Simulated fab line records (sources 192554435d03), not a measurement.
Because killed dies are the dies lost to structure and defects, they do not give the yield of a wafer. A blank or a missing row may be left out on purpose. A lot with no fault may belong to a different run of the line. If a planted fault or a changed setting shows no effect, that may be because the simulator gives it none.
fab line records	flow n5_finfet
record: lots: 7	wafers: 20	last_day: 18
route steps=1938 shown HKMG_FIN@444 BEOL_M4@1111 PASSIVATION@1936
lots that met no fault: from a run of the same line without faults
start_h: start of the lot's first displayed wafer, in hours after the record's first day	wait_h: hours elapsed since this lot's preceding step	" as in the row above	L1.1+2: a single row standing in for several wafers	- no value, or no start given	* or withheld: withheld	< > ~ a bound
route shown NAME@n: NAME is a module with steps in the file, n the number in the route of the first one	usual: average and standard deviation across the fault-free wafers	same: alike in all rows	chamber/n: place in a boat	sites: readings site by site	_std_site: their standard deviation	_edge_site: mean of outer sites minus mean of inner sites	radius_mm: how far each site lies from the wafer's centre	mask NAME#n: copy n	behind: the last tool/chamber to shape the wafer	hold: why the lot went on hold/how many hours it stayed there/how the hold came to an end	device: names the non-switching transistor (n, p or np)	end of line: tests run on the same wafers once the route is complete	a step given without rows: its recipe and nothing more	killed: count of dies lost to structure and defects at first sort (not the wafer's yield)	map: per-die view of a wafer (x killed, . not killed, _ where there is no die)
set.NAME: the run value of the setting; set.NAME@STEP: its run value at that earlier step	model.NAME: the simulator's own value behind a step, which no gauge read
certain route steps with their lots: each step a table, each wafer a row
services: the hour from which a tool's chamber was out of use, counted from the record's first day as start_h (under 0 if before that day), plus the number of hours and why
== steps ==
step: N5_HKMG_FIN_ETCH_86
recipe: chemistry: N2/H2	target: SOC	target_depth_a: 3932	stop_on: TiN	ion_energy_ev: 100	bias_w: 61	pressure_mtorr: 30	source_w: 850	n2_flow_sccm: 200	h2_flow_sccm: 200
step: N5_HKMG_FIN_STRIP_89
recipe: chemistry: N2/H2	material: SOC	time_s: 20	power_w: 500	temp_c: 40	pressure_mtorr: 50	rf_frequency_hz: 6e+07	bias_power_w: 8	h2_frac: 0.5	n2_flow_sccm: 300	h2_flow_sccm: 300
usual: drypump_motor_current_A: 5.8/0.37	oes_product_au: 0.79/0.1	power_w: 500.1/1.6	rf_vpp_V: 54.2/0.91	showerhead_plenum_p_Torr: 3.35/0.15	throttle_valve_pct: 19.20/0.29
lot.wafer	tool	chamber	start_h	wait_h	drypump_motor_current_A	oes_product_au	power_w	rf_hours_counter_h	rf_vpp_V	showerhead_plenum_p_Torr	throttle_valve_pct
L208.2	rie_diel-03	2	76.03	0.0	5.6	0.76	499.5	135	53.6	3.35	18.64
L208.3	"	3	"	"	5.5	0.70	498.4	199	55.3	3.46	18.82
L208.5	"	0	"	"	5.8	0.76	500.5	-	54.7	3.13	19.11
L212.2	rie_diel-03	0	100.76	0.0	5.7	0.75	499.0	136	55.2	3.13	19.12
L212.3	"	1	"	"	5.8	0.68	499.4	223	54.3	3.45	19.38
L212.4	"	2	"	"	5.6	0.75	497.5	146	52.3	3.34	18.67
L217.2	rie_diel-05	3	130.35	0.0	4.9	0.92	499.6	28	54.6	3.57	19.32
L217.6	"	2	"	"	5.9	0.77	498.3	-	54.1	3.11	19.58
L218.1	rie_diel-03	3	137.26	0.0	5.5	0.68	498.7	223	53.9	3.45	18.85
L218.2	"	1	"	"	5.8	0.68	497.7	237	53.2	3.44	19.39
L218.3	"	2	"	"	5.6	0.73	500.1	160	53.3	3.34	18.70
L220.1	rie_diel-04	0	151.86	0.1	6.2	0.91	501.2	20	54.3	3.57	19.46
L220.3	"	2	"	"	6.0	0.90	499.4	-	55.1	3.28	19.03
L220.4	"	0	"	"	6.2	0.92	500.9	-	55.5	3.57	19.46
L223.2	rie_diel-04	3	167.25	0.0	6.4	0.69	502.6	227	53.3	3.32	19.51
L223.3	"	0	"	"	6.1	0.91	499.5	27	56.9	3.57	19.48
L223.4	"	2	"	"	6.0	0.89	496.2	41	53.6	3.28	19.06
L224.2	rie_diel-03	0	176.57	0.1	5.7	0.74	500.8	163	52.1	3.11	19.19
L224.3	"	3	"	"	5.5	0.67	500.9	-	53.5	3.44	18.88
L224.5	"	3	"	"	5.5	0.67	498.4	-	55.0	3.44	18.89
step: N5_HKMG_FIN_WET_ETCH_87
recipe: chemistry: SC1	target: TiN	mix: 1:2:40	temp_c: 50	time_s: 154.2	target_depth_nm: 4.7	dry: ipa_marangoni	rinse_time_s: 30	rinse_temp_c: 23
step: N5_HKMG_FIN_STRIP_88
recipe: chemistry: N2/H2	power_w: 2500	temp_c: 300	h2_frac: 0.65	time_s: 360	pressure_mtorr: withheld	n2_flow_sccm: 1750	h2_flow_sccm: 3250
step: N5_HKMG_FIN_NWFM_ALD_20
recipe: material: TiAlC	target_thk_a: 20	temp_c: 300	ald_precursor_family: TiCl4	ald_co_reactant: TEA	pulse_time_s: 3	purge_time_s: 2	co_reactant_purge_time_s: 2	co_reactant_pulse_time_s: 10	ald_cycles: 7	pressure_torr: 3
step: N5_HKMG_FIN_ALD_71
recipe: material: TiN	target_thk_a: 10	temp_c: 400	ald_precursor_family: TiCl4	ald_co_reactant: NH3	pulse_time_s: 1	purge_time_s: 3	co_reactant_purge_time_s: 2	co_reactant_pulse_time_s: 2	ald_cycles: 47	pressure_torr: 3
usual: ald_cycles: 47/0	heater_power_w: 880/97	precursor_pulse_height_rel: 1.002/0.019
lot.wafer	tool	chamber	start_h	wait_h	ald_cycles	heater_power_w	precursor_pulse_height_rel
L208.2	ald_metal-03	0	76.71	0.0	47	732	1.023
L208.3	"	3	"	"	47	1075	0.994
L208.5	"	2	"	"	47	896	1.016
L212.2	ald_metal-02	0	101.43	0.0	47	805	1.008
L212.3	"	2	"	"	47	853	0.976
L212.4	"	1	"	"	47	717	0.986
L217.2	ald_metal-02	0	131.03	0.0	47	815	0.976
L217.6	"	3	"	"	47	958	0.990
L218.1	ald_metal-01	0	137.93	0.0	47	999	1.010
L218.2	"	1	"	"	47	884	0.988
L218.3	"	2	"	"	47	851	1.011
L220.1	ald_metal-01	3	152.57	0.0	47	938	1.004
L220.3	"	2	"	"	47	883	1.008
L220.4	"	1	"	"	47	864	0.964
L223.2	ald_metal-03	2	167.92	0.0	47	889	1.003
L223.3	"	1	"	"	47	796	0.970
L223.4	"	0	"	"	47	722	0.992
L224.2	ald_metal-03	2	177.28	0.0	47	878	1.023
L224.3	"	1	"	"	47	789	1.027
L224.5	"	2	"	"	47	879	1.022
step: N5_HKMG_FIN_COAT_66
recipe: resist: SOC	temp_c: 250	time_s: 60	spin_rpm: 1500	resist_thk_nm: 300
step: N5_HKMG_FIN_ETCH_67
recipe: chemistry: N2/H2	target: SOC	target_depth_a: 3889	stop_on: TiN	ion_energy_ev: 100	bias_w: 61	pressure_mtorr: 30	source_w: 850	n2_flow_sccm: 200	h2_flow_sccm: 200
usual: drypump_motor_current_A: 5.8/0.4	oes_product_au: 0.78/0.096	rf_vpp_V: 240.7/1.6	showerhead_plenum_p_Torr: 2.54/0.11	throttle_valve_pct: 17.98/0.22
lot.wafer	tool	chamber	start_h	wait_h	drypump_motor_current_A	oes_product_au	rf_hours_counter_h	rf_vpp_V	showerhead_plenum_p_Torr	throttle_valve_pct
L208.2	rie_diel-05	3	77.05	-	4.9	0.96	6	242.7	2.72	17.81
L208.3	"	1	"	"	5.5	0.93	13	240.5	2.60	18.00
L208.5	"	0	"	"	5.4	0.72	-	242.0	2.52	18.06
L212.2	rie_diel-03	0	101.81	-	5.7	0.75	136	236.9	2.36	18.02
L212.3	"	1	"	"	5.8	0.67	223	242.2	2.61	17.89
L212.4	"	2	"	"	5.6	0.74	146	240.5	2.53	17.62
L217.2	rie_diel-03	1	131.68	-	5.8	0.66	234	242.1	2.61	17.91
L217.6	"	3	"	"	5.5	0.69	-	241.2	2.61	17.83
L218.1	rie_diel-05	0	138.33	-	5.4	0.71	228	239.9	2.51	18.09
L218.2	"	2	"	"	5.8	0.76	143	237.4	2.35	18.20
L218.3	"	3	"	"	4.9	0.89	31	242.1	2.71	17.86
L220.1	rie_diel-04	0	153.23	-	6.1	0.89	21	242.7	2.71	18.07
L220.3	"	0	"	"	6.1	0.89	-	243.6	2.71	18.08
L220.4	"	2	"	"	6.0	0.89	-	239.4	2.48	17.77
L223.2	rie_diel-04	3	168.26	-	6.5	0.69	227	241.2	2.51	18.33
L223.3	"	0	"	"	6.2	0.88	28	242.5	2.71	18.08
L223.4	"	2	"	"	6.0	0.88	41	238.0	2.48	17.79
L224.2	rie_diel-04	1	177.85	-	6.0	0.93	6	240.8	2.50	17.61
L224.3	"	0	"	"	6.2	0.87	31	242.8	2.71	18.09
L224.5	"	3	"	"	6.5	0.68	-	239.1	2.51	18.34
step: N5_HKMG_FIN_STRIP_90
recipe: chemistry: N2/H2	material: SOC	time_s: 20	power_w: 500	temp_c: 40	pressure_mtorr: 50	rf_frequency_hz: 6e+07	bias_power_w: 8	h2_frac: 0.5	n2_flow_sccm: 300	h2_flow_sccm: 300
step: N5_HKMG_FIN_WET_ETCH_73
recipe: chemistry: SC1	mix: 1:2:40	temp_c: 50	time_s: 42.3	target_depth_nm: 1.3	dry: ipa_marangoni	rinse_time_s: 30	rinse_temp_c: 23
step: N5_HKMG_FIN_ETCHBACK_68
recipe: chemistry: Cl2/Ar	stop_on: HfO2	target_depth_a: 5	pressure_mtorr: 10	icp_w: 600	bias_w: 60	Cl2_flow_sccm: 40	Ar_flow_sccm: 60
usual: drypump_motor_current_A: 5.9/0.36	oes_product_au: 0.79/0.083	throttle_valve_pct: 20.81/0.22
lot.wafer	tool	chamber	start_h	wait_h	drypump_motor_current_A	oes_product_au	rf_hours_counter_h	throttle_valve_pct
L208.2	rie_metal-02	0	77.27	0.0	6.0	0.84	21	20.59
L208.3	"	1	"	"	5.6	0.72	-	20.80
L208.5	"	0	"	"	6.0	0.80	-	20.64
L212.2	rie_metal-01	0	102.02	0.0	5.5	0.81	33	21.16
L212.3	"	1	"	"	6.7	0.86	-	20.80
L212.4	"	0	"	"	5.5	0.81	-	21.15
L217.2	rie_metal-02	0	131.90	0.0	5.9	0.81	26	20.63
L217.6	"	0	"	"	6.0	0.81	-	20.60
L218.1	rie_metal-03	1	138.55	0.0	5.9	0.91	3	20.56
L218.2	"	0	"	"	6.0	0.62	125	21.04
L218.3	"	0	"	"	6.0	0.62	-	21.06
L220.1	rie_metal-03	1	153.81	0.0	5.8	0.90	4	20.55
L220.3	"	0	"	"	6.0	0.61	-	21.06
L220.4	"	1	"	"	5.8	0.90	-	20.53
L223.2	rie_metal-02	1	168.48	0.0	5.6	0.70	72	20.85
L223.3	"	0	"	"	5.9	0.81	-	20.60
L223.4	"	1	"	"	5.6	0.70	-	20.83
L224.2	rie_metal-01	1	178.07	0.0	6.6	0.83	19	20.83
L224.3	"	0	"	"	5.5	0.79	-	21.17
L224.5	"	1	"	"	6.6	0.83	-	20.83
step: N5_HKMG_FIN_STRIP_69
recipe: chemistry: N2/H2	power_w: 2500	temp_c: 300	h2_frac: 0.65	time_s: 360	pressure_mtorr: withheld	n2_flow_sccm: 1750	h2_flow_sccm: 3250
usual: drypump_motor_current_A: 5.96/0.27	heater_power_w: 474/49
lot.wafer	tool	chamber	start_h	wait_h	drypump_motor_current_A	heater_power_w	rf_hours_counter_h
L208.2	plasma_asher-01	0	77.43	0.1	5.43	433	87
L208.3	"	1	"	"	6.32	483	-
L208.5	"	1	"	"	6.29	497	-
L212.2	plasma_asher-02	0	102.17	0.1	6.07	531	44
L212.3	"	0	"	"	6.03	537	-
L212.4	"	1	"	"	5.99	436	-
L217.2	plasma_asher-02	1	132.04	0.1	6.01	437	51
L217.6	"	1	"	"	5.99	432	-
L218.1	plasma_asher-02	1	138.69	0.1	5.99	430	52
L218.2	"	0	"	"	5.92	519	52
L218.3	"	1	"	"	5.98	440	-
L220.1	plasma_asher-02	1	153.95	0.1	6.00	425	55
L220.3	"	1	"	"	6.01	432	-
L220.4	"	0	"	"	5.95	545	-
L223.2	plasma_asher-01	1	168.62	0.1	6.31	493	103
L223.3	"	0	"	"	5.46	413	-
L223.4	"	1	"	"	6.31	479	-
L224.2	plasma_asher-02	0	178.21	0.1	6.03	539	60
L224.3	"	0	"	"	6.04	533	-
L224.5	"	0	"	"	5.99	546	-
step: N5_HKMG_FIN_ALD_21
recipe: material: TiN	target_thk_a: 15	temp_c: 400	ald_precursor_family: TiCl4	ald_co_reactant: NH3	pulse_time_s: 1	purge_time_s: 3	co_reactant_purge_time_s: 2	co_reactant_pulse_time_s: 2	ald_cycles: 68	pressure_torr: 3
usual: ald_cycles: 68/0	heater_power_w: 873/96	precursor_pulse_height_rel: 1.002/0.021
lot.wafer	tool	chamber	start_h	wait_h	ald_cycles	heater_power_w	precursor_pulse_height_rel
L208.2	ald_metal-01	2	77.81	0.3	68	860	0.976
L208.3	"	1	"	"	68	890	1.010
L208.5	"	2	"	"	68	833	1.053
L212.2	ald_metal-02	0	102.55	0.3	68	833	1.034
L212.3	"	2	"	"	68	855	1.002
L212.4	"	3	"	"	68	997	0.995
L217.2	ald_metal-02	0	132.43	0.3	70	821	1.002
L217.6	"	3	"	"	68	964	0.977
L218.1	ald_metal-02	0	139.08	0.3	70	809	0.961
L218.2	"	1	"	"	70	740	0.971
L218.3	"	3	"	"	68	969	0.994
L220.1	ald_metal-02	1	154.33	0.3	70	707	1.028
L220.3	"	2	"	"	68	840	1.014
L220.4	"	0	"	"	68	828	1.006
L223.2	ald_metal-03	0	169.01	0.3	68	744	0.997
L223.3	"	2	"	"	68	886	0.995
L223.4	"	3	"	"	68	1072	0.991
L224.2	ald_metal-03	2	178.59	0.3	68	873	1.044
L224.3	"	0	"	"	68	746	1.025
L224.5	"	1	"	"	68	804	1.016
step: N5_HKMG_FIN_ALD_72
recipe: material: W	target_thk_a: 20	temp_c: 300	pressure_torr: 7.5	ald_precursor_family: WF6	ald_co_reactant: B2H6	pulse_time_s: 1	purge_time_s: 2	co_reactant_purge_time_s: 2	co_reactant_pulse_time_s: 3	ald_cycles: 7
step: N5_BEOL_M4_RC_MEAS_101
usual: DIBL_N: 35.3/1.8	DIBL_P: 35.2/2.2	IOFF_N: 0.144/0.029	IOFF_P: 0.19/0.031	ION_N: 670/12	ION_P: 460/7.6	SS_N: 71.2/0.62	SS_P: 73.0/0.69	VT_N: 251/3.4	VT_P: -251.4/2.6
lot.wafer	tool	chamber	start_h	wait_h	DIBL_N[mV/V]	DIBL_P[mV/V]	IOFF_N[nA/um]	IOFF_P[nA/um]	ION_N[uA/um]	ION_P[uA/um]	SS_N[mV/dec]	SS_P[mV/dec]	VT_N[mV]	VT_P[mV]
L208.2	prober-01	0	171.89	0.2	37.8	37.2	0.162	0.23	676	466	71.4	73.9	250	-251.8
L208.3	"	0	"	"	40.0	38.1	0.197	0.24	681	465	72.3	74.1	250	-249.9
L208.5	"	0	"	"	36.7	35.9	0.145	0.21	668	467	71.4	73.1	253	-250.3
L212.2	prober-01	0	230.84	0.2	35.9	36.1	0.152	0.20	674	464	71.6	73.5	250	-250.7
L212.3	"	0	"	"	33.5	34.0	0.121	0.17	664	460	71.1	73.0	254	-253.5
L212.4	"	0	"	"	35.5	35.0	0.140	0.18	670	456	71.1	72.8	249	-253.1
L217.2	prober-02	0	240.74	0.2	35.6	35.9	0.155	0.21	674	463	70.8	73.6	248	-249.8
L217.6	"	0	"	"	37.4	37.5	0.193	0.24	690	472	71.4	74.2	245	-249.8
L218.1	prober-01	0	245.08	0.0	30.7	28.8	0.083	0.12	656	456	70.0	70.9	254	-255.6
L218.2	"	0	"	"	35.3	34.9	0.142	0.18	673	461	70.5	72.4	250	-253.6
L218.3	"	0	"	"	35.5	36.4	0.160	0.20	699	479	70.9	73.1	246	-251.4
L220.1	prober-02	0	265.80	0.0	33.9	32.8	0.128	0.18	652	448	70.9	73.1	251	-251.0
L220.3	"	0	"	"	34.3	32.9	0.136	0.18	647	444	71.5	72.7	254	-250.7
L220.4	"	0	"	"	35.8	35.4	0.156	0.22	665	461	71.4	73.5	250	-249.6
L223.2	prober-02	0	280.35	0.2	36.1	36.2	0.176	0.20	683	466	71.4	72.9	247	-247.2
L223.3	"	0	"	"	37.5	38.8	0.196	0.25	680	462	72.0	74.0	248	-248.1
L223.4	"	0	"	"	39.8	40.5	0.249	0.26	678	454	72.7	74.2	246	-248.5
L224.2	prober-02	0	315.34	0.2	37.3	38.3	0.173	0.22	683	472	71.1	73.4	248	-252.4
L224.3	"	0	"	"	36.2	36.4	0.133	0.18	669	453	71.4	73.8	254	-254.5
L224.5	"	0	"	"	36.3	37.4	0.142	0.20	671	467	71.4	73.6	252	-251.2
step: N5_PASSIVATION_PROBE_49
usual: defect_limited_yield: 91.0/1.4	killed_at_M0_to_M3: 36/10	killed_at_M4_up: 15/5	killed_at_contacts: 12/6.1	killed_at_front_end: 40/13	killed_at_other: 3.8/2.9	killed_dies: 106/16	killed_on_rim: 14/4.1	killed_open: 68/12	killed_short: 35/8.2	sort_bin_5_function: 5.2/0.9	sort_bin_6_memory: 3.4/0.71	sort_n_pass: 1073/17	sort_yield_pct: 91.0/1.5
same: gross_dies: 1180	killed_at_back_side: 0	sort_bin_4_leakage[%]: 0	sort_bin_8_speed[%]: 0
lot.wafer	tool	chamber	start_h	wait_h	defect_limited_yield[%]	killed_at_M0_to_M3	killed_at_M4_up	killed_at_contacts	killed_at_front_end	killed_at_other	killed_dies	killed_on_rim	killed_open	killed_short	sort_bin_5_function[%]	sort_bin_6_memory[%]	sort_n_pass	sort_yield_pct[%]
L208.2	prober-01	-	282.30	0.1	92.1	31	18	11	27	6	93	7	53	37	4.8	2.5	1087	92.1
L208.3	prober-01	-	282.35	0.1	90.8	34	16	21	34	3	108	11	73	33	5.0	3.8	1072	90.8
L208.5	prober-01	-	282.45	0.2	91.8	23	9	29	28	8	97	13	66	28	4.9	3.0	1083	91.8
L212.2	prober-02	-	338.83	0.1	91.9	30	19	7	40	0	96	10	68	27	4.7	3.2	1084	91.9
L212.3	prober-02	-	338.88	0.1	91.9	34	15	5	41	0	95	14	56	39	4.9	2.4	1085	91.9
L212.4	prober-02	-	338.93	0.2	92.6	26	12	6	41	2	87	9	58	26	4.7	2.5	1093	92.6
L218.1	prober-02	-	364.42	0.0	91.7	47	13	8	26	4	98	14	74	23	5.3	2.8	1082	91.7
L218.2	prober-02	-	364.47	0.1	90.3	50	9	21	31	4	115	16	77	37	5.1	4.3	1065	90.3
L218.3	prober-02	-	364.52	0.1	91.9	54	11	10	20	1	96	11	56	38	5.3	2.8	1084	91.9
L217.2	prober-01	-	377.24	0.5	91.4	39	13	11	37	1	101	19	57	32	4.4	2.9	1079	91.4
L217.6	prober-01	-	377.44	0.7	92.7	23	15	24	21	3	86	10	57	29	4.8	2.5	1094	92.7
L223.2	prober-02	-	395.79	0.1	91.2	43	15	8	35	3	104	11	66	35	5.1	3.6	1076	91.2
L223.3	prober-02	-	395.84	0.1	91.7	39	18	9	29	3	98	14	62	30	5.2	2.5	1082	91.7
L223.4	prober-02	-	395.89	0.2	90.4	50	22	28	12	1	113	9	79	33	5.8	3.4	1067	90.4
L224.2	prober-01	-	433.05	0.3	91.2	42	7	13	36	6	104	17	65	36	5.2	3.5	1076	91.2
L224.3	prober-01	-	433.10	0.4	91.0	39	11	21	33	2	106	10	74	30	5.4	3.2	1074	91.0
L224.5	prober-01	-	433.20	0.5	90.5	40	19	6	42	5	112	18	59	48	5.2	4.1	1068	90.5
killed by level:class
L208.2 STI_FIN_REVEAL:geometric_particle:open=8 MOL_CONTACT_COAG:geometric_particle:open=7 BEOL_M0_SAQP:geometric_particle:short=6 BEOL_M5:geometric_particle:open=6 BEOL_M0_SAQP:geometric_particle:open=5 BEOL_M0:geometric_particle:open=5 BEOL_M1:geometric_particle:short=5 BEOL_M1:geometric_particle:open=5
L208.3 MOL_CONTACT_COAG:geometric_particle:open=16 STI_FIN_REVEAL:geometric_particle:open=9 BEOL_M4:geometric_particle:open=9 BEOL_M1:geometric_particle:open=8 BEOL_M2:geometric_particle:open=8 BEOL_M0_SAQP:geometric_particle:short=7 BEOL_M0_SAQP:geometric_particle:open=6 FIN_SAQP:geometric_particle:short=5
L208.5 MOL_CONTACT_COAG:geometric_particle:open=22 STI_FIN_REVEAL:geometric_particle:open=7 MOL_CONTACT_COAG:geometric_particle:short=7 BEOL_M0_SAQP:geometric_particle:open=7 ILD0:geometric_particle:open=4 BEOL_M0_SAQP:geometric_particle:short=4 PASS1_CAP:geometric_particle:open=4 STARTING-WAFER:geometric_particle:open=4
L212.2 BEOL_M3:geometric_particle:open=12 FIN_SAQP:geometric_particle:short=11 FIN_SAQP:geometric_particle:open=10 MOL_CONTACT_COAG:geometric_particle:open=7 BEOL_M2:geometric_particle:open=7 BEOL_M4:geometric_particle:open=7 DUMMY_GATE:geometric_particle:open=5 STI_FIN_REVEAL:geometric_particle:open=4
L212.3 BEOL_M2:geometric_particle:open=11 FIN_SAQP:geometric_particle:short=9 BEOL_M1:geometric_particle:open=8 GATE_CUT:geometric_particle:open=6 FIN_SAQP:geometric_particle:open=5 STI_FIN_REVEAL:geometric_particle:open=4 GATE_CUT:geometric_particle:short=4 BEOL_M0_SAQP:geometric_particle:short=4
L212.4 FIN_SAQP:geometric_particle:open=8 BEOL_M2:geometric_particle:open=8 FIN_SAQP:geometric_particle:short=7 BEOL_M1:geometric_particle:open=7 DUMMY_GATE:geometric_particle:open=5 MOL_CONTACT_COAG:geometric_particle:open=4 BEOL_M4:geometric_particle:open=4 ILD0:geometric_particle:open=3
L218.1 BEOL_M2:geometric_particle:open=32 FIN_SAQP:geometric_particle:short=6 STI_FIN_REVEAL:geometric_particle:open=6 MOL_CONTACT_COAG:geometric_particle:open=5 BEOL_M4:geometric_particle:open=5 BEOL_M0_SAQP:geometric_particle:short=4 BEOL_M1:geometric_particle:open=4 BEOL_M6:geometric_particle:open=4
L218.2 MOL_CONTACT_COAG:geometric_particle:open=17 BEOL_M0_SAQP:geometric_particle:short=14 BEOL_M3:geometric_particle:open=13 BEOL_M2:geometric_particle:open=8 BEOL_M0_SAQP:geometric_particle:open=6 BEOL_M1:geometric_particle:open=6 STARTING-WAFER:geometric_particle:open=6 FIN_SAQP:geometric_particle:open=4
L218.3 BEOL_M0_SAQP:geometric_particle:short=15 BEOL_M2:geometric_particle:open=10 MOL_CONTACT_COAG:geometric_particle:open=9 BEOL_M0_SAQP:geometric_particle:open=9 BEOL_M1:geometric_particle:open=8 BEOL_M3:geometric_particle:open=5 ILD0:geometric_particle:short=3 BEOL_M1:geometric_particle:short=3
L217.2 HKMG_FIN:area_etch=11 BEOL_M0_SAQP:geometric_particle:open=8 BEOL_M2:geometric_particle:open=7 FIN_SAQP:geometric_particle:open=6 MOL_CONTACT_COAG:geometric_particle:open=6 BEOL_M0_SAQP:geometric_particle:short=6 MOL_CONTACT_COAG:geometric_particle:short=5 BEOL_M2:geometric_particle:short=5
L217.6 MOL_CONTACT_COAG:geometric_particle:open=18 BEOL_M4:geometric_particle:open=8 MOL_CONTACT_COAG:geometric_particle:short=6 BEOL_M2:geometric_particle:open=6 BEOL_M3:geometric_particle:open=4 STARTING-WAFER:geometric_particle:short=4 FIN_SAQP:geometric_particle:short=3 BEOL_M0_SAQP:geometric_particle:open=3
L223.2 BEOL_M2:geometric_particle:open=10 MOL_CONTACT_COAG:geometric_particle:open=7 BEOL_M4:geometric_particle:open=7 ILD0:geometric_particle:short=6 ILD0:geometric_particle:open=6 BEOL_M1:geometric_particle:short=6 FIN_SAQP:geometric_particle:open=5 BEOL_M0_SAQP:geometric_particle:short=5
L223.3 BEOL_M4:geometric_particle:open=10 BEOL_M2:geometric_particle:open=9 MOL_CONTACT_COAG:geometric_particle:open=8 BEOL_M3:geometric_particle:open=8 FIN_SAQP:geometric_particle:short=4 BEOL_M0_SAQP:geometric_particle:open=4 BEOL_M1:geometric_particle:open=4 BEOL_M2:geometric_particle:short=4
L223.4 MOL_CONTACT_COAG:geometric_particle:open=22 BEOL_M2:geometric_particle:open=14 BEOL_M4:geometric_particle:open=11 BEOL_M3:geometric_particle:open=11 MOL_CONTACT_COAG:geometric_particle:short=5 BEOL_M1:geometric_particle:open=5 BEOL_M4:geometric_particle:short=5 BEOL_M0_SAQP:geometric_particle:short=4
L224.2 BEOL_M1:geometric_particle:open=12 BEOL_M2:geometric_particle:open=12 GATE_CUT:geometric_particle:short=10 MOL_CONTACT_COAG:geometric_particle:open=10 FIN_SAQP:geometric_particle:short=8 BEOL_M3:geometric_particle:open=8 FIN_SAQP:geometric_particle:open=4 GATE_CUT:geometric_particle:open=4
L224.3 MOL_CONTACT_COAG:geometric_particle:open=16 STI_FIN_REVEAL:geometric_particle:open=11 BEOL_M2:geometric_particle:open=9 BEOL_M3:geometric_particle:open=9 BEOL_M1:geometric_particle:open=5 GATE_CUT:geometric_particle:short=5 MOL_CONTACT_COAG:geometric_particle:short=5 BEOL_M0_SAQP:geometric_particle:short=5
L224.5 FIN_SAQP:geometric_particle:short=10 BEOL_M0_SAQP:geometric_particle:short=9 BEOL_M4:geometric_particle:open=9 BEOL_M2:geometric_particle:open=8 BEOL_M2:geometric_particle:short=7 STI_FIN_REVEAL:geometric_particle:open=6 BEOL_M0_SAQP:geometric_particle:open=6 BEOL_M3:geometric_particle:open=6
== services ==
tool	chamber	start_h	hours	kind
rie_diel-04	0	67.13	-	clean
ald_metal-01	0	68.54	26.6	repair
rie_metal-03	-	73.29	0.4	repair
rie_diel-04	2	111.08	2.3	repair
ald_metal-03	3	111.82	10.4	repair
rie_diel-04	0	114.22	9.2	repair
ald_metal-03	0	116.14	6.9	repair
ald_metal-02	2	122.63	26.2	repair
rie_diel-05	1	122.72	2.8	repair
ald_metal-01	-	124.01	0.6	repair
rie_diel-04	0	124.38	7.7	repair
ald_metal-01	-	125.38	2.8	pm
ald_metal-02	1	129.06	1.4	repair
rie_diel-03	0	133.02	5.2	repair
ald_metal-03	-	137.82	8.7	pm
rie_metal-02	-	142.37	4.3	pm
rie_diel-04	3	151.07	9.0	repair
rie_metal-02	1	154.91	5.4	repair
rie_metal-01	-	156.65	15.6	pm
rie_diel-03	1	170.66	-	clean
rie_diel-03	1	170.66	-	consumable_replace:focus_ring
rie_diel-03	1	170.66	24.9	scheduled_down
rie_diel-03	1	170.66	24.9	vent_cycle
rie_diel-03	2	172.34	8.9	repair
== key ==
first_sign: step: N5_HKMG_FIN_ALD_21	reading: ald_cycles	direction: up	sigmas: 99+	usual: *	struck: *
effect none on later readings
met_at N5_HKMG_FIN_ALD_21
struck_wafers L217.2,L218.1,L218.2,L220.1
baseline_loss: step: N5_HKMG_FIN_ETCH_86	wafers: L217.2
onset_between 102.55 132.43
fault: kind: process_parameter_drift	tool: ald_metal-02	chamber: -	onset_h: 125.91	steps: N5_HKMG_FIN_ALD_21	channel: ald_cycles	offset: *	shape: step	end_h: 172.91	scope: struck_wafers_only	acts_in: *	stated: *
baseline_loss: these wafers lose ten dies or more at that step, a loss of the line's own and not of a fault; the sort's usual values leave them out
